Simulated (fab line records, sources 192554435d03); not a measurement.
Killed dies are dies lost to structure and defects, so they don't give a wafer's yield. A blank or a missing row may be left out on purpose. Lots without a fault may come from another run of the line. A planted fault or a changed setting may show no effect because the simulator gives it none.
Chamber matching | flow n5_finfet | N5_SPACER0_ALD_08 on ald_sin-02: 4 sister chambers
The step deposits SiNx, target thk 2 nm. 4 wafers are shown with their chamber, then 7 later ones without.

WAFERS WITH THEIR CHAMBER
wafer  | chamber | heater_power_w (W)
L086.3 | 3       | 744
L086.6 | 0       | 799
L095.1 | 2       | 654
L095.4 | 1       | 972

WAFERS WITHOUT THEIR CHAMBER
wafer  | heater_power_w (W)
L095.6 | 788
L094.1 | 773
L094.2 | 773
L094.6 | 966
L097.1 | 777
L097.2 | 953
L097.6 | 791

WHICH CHAMBER EACH WENT THROUGH
wafer  | from the rows above     | in truth
L095.6 | can't be placed: 0 or 3 | 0
L094.1 | can't be placed: 0 or 3 | 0
L094.2 | can't be placed: 0 or 3 | 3
L094.6 | 1                       | 1
L097.1 | can't be placed: 0 or 3 | 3
L097.2 | 1                       | 1
L097.6 | 0                       | 0
Placed correctly: 3 of 7. Can't be placed from these rows: 4 (the true chamber is among the candidates in 4). Placed wrongly: 0.
How it was worked out, from the rows above alone: a wafer's distance from a chamber is the root of the sum, over the readings, of the square of ((its reading less the chamber's mean) divided by the reading's scatter). The wafer belongs to the nearest chamber; if the next one is less than 2 further off, it can't be placed. A chamber's mean is the mean of its shown wafers. The scatter: with one shown wafer a chamber, the root of the mean of the squares of how far each hidden wafer lies from its nearest shown one.
